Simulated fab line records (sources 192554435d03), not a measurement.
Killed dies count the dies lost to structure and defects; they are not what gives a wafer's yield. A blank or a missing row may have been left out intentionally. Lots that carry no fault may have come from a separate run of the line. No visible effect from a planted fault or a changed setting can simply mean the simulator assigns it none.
fab line records	flow n5Finfet
record: lots: 7	wafers: 21	lastDay: 16
route steps=1938 shown BEOL_M8@1362
lots that met no fault: taken from a fault-free run of the same line
startH: start of the lot's first displayed wafer, in hours after the record's first day	waitH: hours since the lot's step before	" unchanged from the row above	L1.1+2: a single row standing in for several wafers	- no value, or no start was given	* or withheld: withheld	< > ~ a bound
route shown NAME@n: a module of which the file shows steps, and the number in the route of the first	usual: average and standard deviation across the fault-free wafers	same: alike in all rows	chamber/n: place in a boat	sites: per-site readings	_std_site: how widely they spread, as a standard deviation	_edge_site: the outer-site mean with the inner-site mean subtracted	radiusMm: how far each site lies from the wafer's centre	mask NAME#n: copy n	behind: the tool/chamber that last shaped the wafer	hold: the reason the lot was held/the length of the hold in hours/how it ended	device: which transistor (n, p or np) failed to switch	end of line: the same wafers' tests at the end of the route	a step with no rows: only its recipe	killed: dies that structure and defects cost at the first sort, which is not the same as the wafer's yield	map: a wafer's dies, x killed, . not, _ none there
set.NAME: the setting the step ran with; set.NAME@STEP: the setting that earlier step ran with	model.NAME: the simulator's own value behind a step, which no gauge read
a table for each step, a row for each wafer; lots at some steps of the route
services: when a tool's chamber went out of use (startH, in hours from the record's first day, below 0 if earlier), for how many hours, and the reason
== steps ==
step: N5_BEOL_M8_EXPOSE_25
recipe: maskId: V7	na: 0.33	sourceShape: annular	sigmaInner: 0.4	sigmaOuter: 0.8	polarization: unpolarized	targetCdNm: 40	doseMj: 42.5
step: N5_BEOL_M8_PEB_26
recipe: pebTempC: 100	pebTimeS: 60	resist: CAR-EUV
step: N5_BEOL_M8_DEVELOP_27
recipe: developTimeS: 30	developer: TMAH	resist: CAR-EUV	rinseLiquid: surfactantRinse	dry: airSpin	devTempC: 23
step: N5_BEOL_M8_CD_MEAS_28
recipe: targetCdNm: 40	landingEnergyEv: 500	detector: seInlens
usual: cdNm: 39.98/0.26
same: landingEnergyEv: 500
lot.wafer	tool	chamber	startH	waitH	cdNm
L743.2	cdSem-01	0	202.53	-	39.51
L743.4	"	0	"	"	40.13
L743.5	"	0	"	"	39.80
L745.1	cdSem-02	0	223.85	-	39.92
L745.4	"	0	"	"	39.95
L745.6	"	0	"	"	40.31
L746.3	cdSem-03	0	234.40	-	39.74
L746.4	"	0	"	"	39.91
L746.6	"	0	"	"	40.02
L748.2	cdSem-03	0	237.16	-	40.10
L748.3	"	0	"	"	40.47
L748.6	"	0	"	"	40.24
L750.3	cdSem-02	0	237.39	-	40.17
L750.4	"	0	"	"	40.29
L750.6	"	0	"	"	39.97
L753.4	cdSem-01	0	265.69	-	39.84
L753.5	"	0	"	"	39.86
L753.6	"	0	"	"	39.78
L762.1	cdSem-02	0	314.96	-	39.57
L762.2	"	0	"	"	39.99
L762.6	"	0	"	"	39.61
step: N5_BEOL_M8_OVL_MEAS_29
recipe: pointsPerWafer: 522
usual: V7_OVL: 0.2/0.67
same: pointsPerWafer: 522
lot.wafer	tool	chamber	startH	waitH	V7_OVL[nm]
L743.2	overlay-02	0	202.57	0.0	1.2
L743.4	"	0	"	"	2.0
L743.5	"	0	"	"	1.5
L745.1	overlay-02	0	223.88	0.0	1.0
L745.4	"	0	"	"	1.0
L745.6	"	0	"	"	0.5
L746.3	overlay-02	0	234.44	0.0	0.0
L746.4	"	0	"	"	-0.2
L746.6	"	0	"	"	-0.4
L748.2	overlay-01	0	237.19	0.0	0.5
L748.3	"	0	"	"	0.5
L748.6	"	0	"	"	0.4
L750.3	overlay-02	0	237.43	0.0	0.2
L750.4	"	0	"	"	-0.5
L750.6	"	0	"	"	1.2
L753.4	overlay-02	0	265.73	0.0	0.8
L753.5	"	0	"	"	-0.2
L753.6	"	0	"	"	0.1
L762.1	overlay-01	0	314.99	0.0	0.4
L762.2	"	0	"	"	0.7
L762.6	"	0	"	"	1.3
step: N5_BEOL_M8_INSPECT_30
recipe: mode: adi	inspectInstrument: brightfield
usual: rawDefectCount: 422/100
lot.wafer	tool	chamber	startH	waitH	rawDefectCount
L743.2	defectInspect-02	-	202.62	0.0	410
L743.4	"	-	"	"	480
L743.5	"	-	"	"	379
L745.1	defectInspect-01	-	223.94	0.1	526
L745.4	"	-	"	"	597
L745.6	"	-	"	"	611
L746.3	defectInspect-02	-	234.49	0.0	346
L746.4	"	-	"	"	280
L746.6	"	-	"	"	355
L748.2	defectInspect-01	-	237.24	0.0	332
L748.3	"	-	"	"	357
L748.6	"	-	"	"	312
L750.3	defectInspect-02	-	237.48	0.0	253
L750.4	"	-	"	"	348
L750.6	"	-	"	"	320
L753.4	defectInspect-01	-	265.77	0.0	511
L753.5	"	-	"	"	426
L753.6	"	-	"	"	474
L762.1	defectInspect-02	-	315.05	0.1	385
L762.2	"	-	"	"	565
L762.6	"	-	"	"	480
step: N5_BEOL_M8_DESCUM_33
recipe: chemistry: O2	timeS: 7	sourcePowerW: 50	biasPowerW: 20	pressureMtorr: 20	rfFrequencyHz: 2.712e+07	tempC: 40	resist: CAR-EUV	o2FlowSccm: 225
usual: drypumpMotorCurrentA: 5.7/0.41	oesProductAu: 0.79/0.088	rfVppV: 242.8/1.4	showerheadPlenumPTorr: 2.08/0.077	throttleValvePct: 20.43/0.17
lot.wafer	tool	chamber	startH	waitH	drypumpMotorCurrentA	oesProductAu	rfHoursCounterH	rfVppV	showerheadPlenumPTorr	throttleValvePct
L743.2	rieDiel-05	3	202.76	0.1	5.2	0.90	24	242.1	2.04	20.48
L743.4	"	0	"	"	5.7	0.71	200	244.5	2.07	20.49
L743.5	"	2	"	"	5.7	0.74	-	243.8	2.17	20.12
L745.1	rieDiel-06	3	223.97	0.0	6.4	0.69	216	242.3	1.98	20.36
L745.4	"	2	"	"	5.6	0.92	-	245.0	2.24	20.20
L745.6	"	3	"	"	6.4	0.69	-	240.0	1.98	20.35
L746.3	rieDiel-06	1	234.69	0.2	5.4	0.75	157	242.7	2.08	20.13
L746.4	"	3	"	"	6.4	0.69	-	241.7	1.98	20.35
L746.6	"	1	"	"	5.4	0.75	-	243.0	2.08	20.14
L748.2	rieDiel-06	3	237.28	0.0	6.4	0.70	222	241.4	1.98	20.37
L748.3	"	1	"	"	5.4	0.74	159	243.8	2.08	20.16
L748.6	"	3	"	"	6.4	0.70	-	241.7	1.98	20.36
L750.3	rieDiel-05	0	237.85	0.4	5.7	0.69	211	241.7	2.06	20.51
L750.4	"	3	"	"	5.2	0.88	35	240.7	2.04	20.52
L750.6	"	3	"	"	5.2	0.88	-	242.5	2.04	20.51
L753.4	rieDiel-06	0	265.81	0.0	5.1	0.96	8	244.5	2.17	20.47
L753.5	"	3	"	"	6.5	0.69	-	241.7	1.98	20.39
L753.6	"	2	"	"	5.6	0.89	-	243.9	2.23	20.22
L762.1	rieDiel-05	0	315.09	0.0	5.7	0.68	240	242.4	2.05	20.54
L762.2	"	2	"	"	5.7	0.71	233	245.1	2.16	20.18
L762.6	"	2	"	"	5.7	0.72	-	244.2	2.16	20.16
step: N5_BEOL_M8_ETCH_72
recipe: chemistry: N2/H2	target: underlayer	targetDepthA: 65	maskMaterial: CAR-EUV	timeS: 5.2	ionEnergyEv: 200	pressureMtorr: 30	sourceW: 840	biasW: 150	n2FlowSccm: 200	h2FlowSccm: 200	ends: cleared
usual: drypumpMotorCurrentA: 5.7/0.41	etchRfOnTimeS: 5.13/0.11	oesProductAu: 0.67/0.071	rfFwdPowerW: 819.5/2.3	rfVppV: 523.2/2.7	showerheadPlenumPTorr: 2.52/0.091	throttleValvePct: 17.81/0.19
lot.wafer	tool	chamber	startH	waitH	drypumpMotorCurrentA	etchRfOnTimeS	oesProductAu	rfFwdPowerW	rfHoursCounterH	rfVppV	showerheadPlenumPTorr	throttleValvePct
L743.2	rieDiel-05	3	202.80	0.0	5.2	5.04	0.76	816.9	24	521.9	2.48	17.93
L743.4	"	0	"	"	5.7	5.15	0.61	819.8	200	523.0	2.52	17.88
L743.5	"	2	"	"	5.6	5.13	0.64	819.9	-	526.6	2.62	17.50
L745.1	rieDiel-06	3	224.01	0.0	6.5	5.20	0.60	815.0	216	521.0	2.40	17.78
L745.4	"	2	"	"	5.6	5.30	0.77	821.5	-	529.2	2.72	17.55
L745.6	"	3	"	"	6.5	5.27	0.60	819.0	-	521.7	2.40	17.81
L746.3	rieDiel-06	1	234.73	0.0	5.4	5.07	0.65	818.8	157	524.7	2.53	17.47
L746.4	"	3	"	"	6.5	5.21	0.60	819.8	-	519.9	2.40	17.80
L746.6	"	1	"	"	5.4	5.17	0.64	816.7	-	523.7	2.53	17.49
L748.2	rieDiel-06	3	237.31	0.0	6.5	5.25	0.60	821.9	222	520.0	2.40	17.83
L748.3	"	1	"	"	5.4	5.15	0.64	822.4	159	524.8	2.53	17.46
L748.6	"	3	"	"	6.5	5.23	0.60	818.5	-	518.4	2.40	17.81
L750.3	rieDiel-05	0	237.88	0.0	5.7	5.12	0.61	821.5	211	523.0	2.51	17.89
L750.4	"	3	"	"	5.2	4.93	0.77	817.1	35	522.3	2.48	17.92
L750.6	"	3	"	"	5.2	4.97	0.76	815.1	-	519.9	2.48	17.92
L753.4	rieDiel-06	0	265.84	0.0	5.0	5.22	0.81	820.8	8	526.3	2.60	17.69
L753.5	"	3	"	"	6.4	5.29	0.58	815.7	-	521.8	2.40	17.82
L753.6	"	2	"	"	5.5	5.31	0.75	823.5	-	528.6	2.71	17.57
L762.1	rieDiel-05	0	315.12	0.0	5.7	5.11	0.59	815.5	240	523.3	2.50	17.97
L762.2	"	2	"	"	5.7	5.18	0.61	818.2	233	525.8	2.61	17.61
L762.6	"	2	"	"	5.6	5.16	0.61	819.3	-	526.3	2.61	17.61
step: N5_BEOL_M8_ETCH_65
recipe: chemistry: CF4	target: SiARC	targetDepthA: 156	maskMaterial: CAR-EUV	timeS: 26	ionEnergyEv: 80	pressureMtorr: 40	sourceW: 545	biasW: 36	Ar_flow_sccm: 100	cf4FlowSccm: 100	ends: cleared
usual: drypumpMotorCurrentA: 5.7/0.41	etchRfOnTimeS: 25.7/0.52	mfcArSccm: 100.0/0.31	oesProductAu: 0.67/0.071	rfFwdPowerW: 532.3/1.9	rfVppV: 183.9/1.2	showerheadPlenumPTorr: 2.12/0.072	throttleValvePct: 15.58/0.14
lot.wafer	tool	chamber	startH	waitH	drypumpMotorCurrentA	etchRfOnTimeS	mfcArSccm	oesProductAu	rfFwdPowerW	rfHoursCounterH	rfVppV	showerheadPlenumPTorr	throttleValvePct
L743.2	rieDiel-05	3	202.81	0.0	5.2	25.1	99.6	0.77	531.6	24	183.6	2.10	15.61
L743.4	"	0	"	"	5.7	25.4	99.8	0.62	529.7	200	183.4	2.12	15.71
L743.5	"	2	"	"	5.7	25.8	99.8	0.63	538.1	-	184.8	2.22	15.37
L745.1	rieDiel-06	3	224.02	0.0	6.4	26.6	99.9	0.59	531.4	216	182.6	2.04	15.62
L745.4	"	2	"	"	5.7	26.6	100.2	0.78	534.2	-	183.6	2.27	15.32
L745.6	"	3	"	"	6.5	26.5	100.2	0.59	535.2	-	183.0	2.04	15.63
L746.3	rieDiel-06	1	234.74	0.0	5.4	25.4	99.8	0.65	530.9	157	184.5	2.13	15.38
L746.4	"	3	"	"	6.4	26.3	99.9	0.60	531.5	-	183.0	2.03	15.66
L746.6	"	1	"	"	5.4	25.6	99.9	0.65	530.9	-	186.1	2.13	15.37
L748.2	rieDiel-06	3	237.33	0.0	6.4	26.3	100.0	0.59	532.5	222	182.7	2.03	15.66
L748.3	"	1	"	"	5.4	25.8	99.9	0.64	533.4	159	185.2	2.13	15.40
L748.6	"	3	"	"	6.4	26.4	100.0	0.60	530.8	-	183.9	2.03	15.67
L750.3	rieDiel-05	0	237.90	0.0	5.7	25.5	100.5	0.61	532.7	211	184.2	2.12	15.74
L750.4	"	3	"	"	5.2	24.8	99.7	0.76	531.2	35	182.3	2.09	15.61
L750.6	"	3	"	"	5.2	25.2	99.8	0.76	534.7	-	183.5	2.09	15.61
L753.4	rieDiel-06	0	265.86	0.0	5.0	26.1	100.1	0.81	532.1	8	186.3	2.19	15.38
L753.5	"	3	"	"	6.4	26.1	99.8	0.59	531.5	-	181.9	2.03	15.68
L753.6	"	2	"	"	5.6	26.2	100.1	0.76	530.4	-	186.2	2.27	15.37
L762.1	rieDiel-05	0	315.14	0.0	5.7	26.0	100.5	0.59	532.7	240	182.9	2.11	15.80
L762.2	"	2	"	"	5.6	26.1	99.6	0.61	534.3	233	186.7	2.20	15.45
L762.6	"	2	"	"	5.7	26.3	100.3	0.60	531.6	-	185.8	2.20	15.45
step: N5_BEOL_M8_ETCH_66
recipe: chemistry: N2/H2	target: SOC	targetDepthA: 800	overetchA: 160	maskMaterial: SiARC	tempC: 40	timeS: 120	ionEnergyEv: 200	pressureMtorr: 30	sourceW: 840	biasW: 150	n2FlowSccm: 200	h2FlowSccm: 200
usual: drypumpMotorCurrentA: 5.7/0.41	oesProductAu: 0.60/0.063	rfFwdPowerW: 835.5/2.4	rfVppV: 523.3/2.6	showerheadPlenumPTorr: 2.52/0.091	throttleValvePct: 17.77/0.19
lot.wafer	tool	chamber	startH	waitH	drypumpMotorCurrentA	oesProductAu	rfFwdPowerW	rfHoursCounterH	rfVppV	showerheadPlenumPTorr	throttleValvePct
L743.2	rieDiel-05	3	202.84	0.0	5.2	0.67	837.1	24	522.5	2.49	17.84
L743.4	"	0	"	"	5.7	0.55	832.9	200	523.5	2.52	17.84
L743.5	"	2	"	"	5.7	0.56	840.0	-	525.3	2.62	17.48
L745.1	rieDiel-06	3	224.05	0.0	6.5	0.54	838.0	216	522.6	2.40	17.76
L745.4	"	2	"	"	5.6	0.71	834.2	-	528.2	2.72	17.49
L745.6	"	3	"	"	6.5	0.53	834.5	-	521.6	2.40	17.74
L746.3	rieDiel-06	1	234.77	0.0	5.4	0.57	831.7	157	523.6	2.53	17.42
L746.4	"	3	"	"	6.4	0.54	836.7	-	521.4	2.40	17.76
L746.6	"	1	"	"	5.4	0.57	834.4	-	525.6	2.53	17.43
L748.2	rieDiel-06	3	237.36	0.0	6.4	0.54	832.9	222	520.7	2.40	17.77
L748.3	"	1	"	"	5.4	0.57	835.4	159	524.0	2.53	17.44
L748.6	"	3	"	"	6.4	0.53	834.7	-	519.2	2.40	17.76
L750.3	rieDiel-05	0	237.93	0.0	5.7	0.54	832.2	211	523.7	2.51	17.86
L750.4	"	3	"	"	5.2	0.66	837.5	35	521.8	2.48	17.88
L750.6	"	3	"	"	5.2	0.67	841.5	-	522.0	2.48	17.87
L753.4	rieDiel-06	0	265.88	0.0	5.1	0.73	832.2	8	526.6	2.60	17.66
L753.5	"	3	"	"	6.4	0.54	833.3	-	521.6	2.40	17.78
L753.6	"	2	"	"	5.7	0.69	834.0	-	527.7	2.71	17.53
L762.1	rieDiel-05	0	315.17	0.0	5.7	0.52	838.8	240	522.5	2.50	17.91
L762.2	"	2	"	"	5.7	0.54	838.2	233	526.0	2.61	17.54
L762.6	"	2	"	"	5.6	0.55	837.8	-	526.4	2.61	17.55
step: N5_BEOL_M8_STRIP_69
recipe: chemistry: N2/H2	tempC: 40	n2FlowSccm: 200	h2FlowSccm: 200	rfFrequencyHz: 6e+07
step: N5_BEOL_M8_STRIP_73
recipe: chemistry: N2/H2	tempC: 40	n2FlowSccm: 200	h2FlowSccm: 200	rfFrequencyHz: 6e+07
step: N5_BEOL_M8_VIA_ETCH_34
recipe: chemistry: C4F6/O2	target: SiCOH_lowk	targetDepthA: 1255	maskMaterial: SOC	taperDeg: 4	timeS: 50.5	ionEnergyEv: 250	pressureMtorr: 30	sourceW: 345	biasW: 185	Ar_flow_sccm: 300	C4F6_flow_sccm: 10	O2_flow_sccm: 10
usual: C4F6_flow_sccm: 10.000/0.028	drypumpMotorCurrentA: 5.7/0.41	mfcArSccm: 300.0/0.91	oes_f_703_au: 0.79/0.073	oesProductAu: 0.79/0.085	rfFwdPowerW: 341.7/1.2	rfVppV: 667/12	showerheadPlenumPTorr: 2.82/0.092	throttleValvePct: 20.87/0.16
lot.wafer	tool	chamber	startH	waitH	C4F6_flow_sccm	drypumpMotorCurrentA	mfcArSccm	oes_f_703_au	oesProductAu	rfFwdPowerW	rfHoursCounterH	rfVppV	showerheadPlenumPTorr	throttleValvePct	model.etch.depthNm	model.SOC_of_BEOL_M8_COAT_63.thkNm
L743.2	rieDiel-05	3	202.94	0.0	9.920	5.2	301.5	0.89	0.90	344.9	24	675	2.79	20.98	130.1	53.8
L743.4	"	0	"	"	10.041	5.6	298.1	0.74	0.72	341.0	200	643	2.82	20.97	126.2	54
L743.5	"	2	"	"	10.033	5.6	299.0	0.73	0.74	341.0	-	686	2.96	20.65	127.3	53.8
L745.1	rieDiel-06	3	224.15	0.0	9.995	6.4	299.7	0.71	0.69	340.4	216	665	2.72	20.90	123.4	53.6
L745.4	"	2	"	"	9.968	5.7	299.8	0.93	0.91	339.1	-	656	3.01	20.55	123	53.8
L745.6	"	3	"	"	10.029	6.4	300.5	0.72	0.70	339.0	-	665	2.72	20.92	122.9	53.8
L746.3	rieDiel-06	1	234.87	0.0	9.993	5.4	299.5	0.98	0.80	423.8	157	593	2.83	20.61	137.9	53.4
L746.4	"	3	"	"	9.980	6.4	298.2	0.93	0.74	424.3	-	597	2.72	20.93	134.9	53
L746.6	"	1	"	"	9.979	5.4	301.6	0.99	0.80	424.9	-	593	2.83	20.62	138	53.4
L748.2	rieDiel-06	3	237.46	0.0	9.988	6.5	301.2	0.92	0.74	424.3	222	595	2.71	20.93	135.6	53.2
L748.3	"	1	"	"	10.024	5.4	299.4	0.99	0.80	421.8	159	593	2.83	20.60	138.1	53.2
L748.6	"	3	"	"	10.054	6.4	300.4	0.93	0.73	423.8	-	597	2.71	20.93	134.6	53.2
L750.3	rieDiel-05	0	238.03	0.0	10.025	5.7	299.4	0.74	0.71	340.7	211	643	2.81	20.97	124.5	53.6
L750.4	"	3	"	"	9.995	5.2	299.4	0.87	0.88	343.1	36	677	2.79	21.02	128.7	53.4
L750.6	"	3	"	"	9.982	5.2	299.1	0.86	0.88	343.0	-	677	2.79	21.01	129.5	53.6
L753.4	rieDiel-06	0	265.99	0.0	9.974	5.0	299.3	1.20	1.00	424.2	8	611	2.91	20.78	136.8	53.2
L753.5	"	3	"	"	9.956	6.4	299.9	0.92	0.73	424.4	-	596	2.71	20.93	133.1	53.6
L753.6	"	2	"	"	10.016	5.6	300.4	1.15	0.92	423.1	-	588	3.00	20.59	133.6	53.4
L762.1	rieDiel-05	0	315.27	0.0	9.971	5.7	298.9	0.72	0.69	341.1	240	641	2.80	20.98	124.7	53.8
L762.2	"	2	"	"	10.027	5.6	298.7	0.71	0.71	343.1	234	684	2.94	20.72	126.3	54
L762.6	"	2	"	"	10.026	5.7	301.1	0.71	0.71	342.6	-	686	2.94	20.71	126.2	53.8
step: N5_BEOL_M8_STRIP_76
recipe: chemistry: C4F6/O2	resist: SiARC	rfFrequencyHz: 6e+07
== services ==
tool	chamber	startH	hours	kind
rieDiel-06	0	219.61	-	clean
rieDiel-06	0	219.61	-	consumableReplace:focusRing
rieDiel-06	0	219.61	23.5	scheduledDown
rieDiel-06	0	219.61	23.5	ventCycle
rieDiel-06	3	249.82	7.8	repair
rieDiel-06	1	268.25	3.5	repair
rieDiel-05	1	280.42	2.5	repair
== key ==
firstSign: step: N5_BEOL_M8_VIA_ETCH_34	reading: rfFwdPowerW	direction: up	sigmas: 69	usual: *	struck: *
effect: step: N5_BEOL_M8_VIA_ETCH_34	reading: rfVppV	direction: down	sigmas: 5.8	usual: 667	struck: 596
modelEffect: step: N5_BEOL_M8_VIA_ETCH_34	value: etch.depthNm	without: 125	struck: 135.9
metAt N5_BEOL_M8_VIA_ETCH_34
struckWafers L746.3,L746.4,L746.6,L748.2,L748.3,L748.6,L753.4,L753.5,L753.6
onsetBetween 224.15 234.87
fault: kind: processParameterDrift	tool: rieDiel-06	chamber: -	onsetH: 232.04	steps: N5_BEOL_M8_VIA_ETCH_34	channel: sourceW	offset: 82.8	shape: step	endH: 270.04	actsIn: theseRecipesOnly	stated: 345
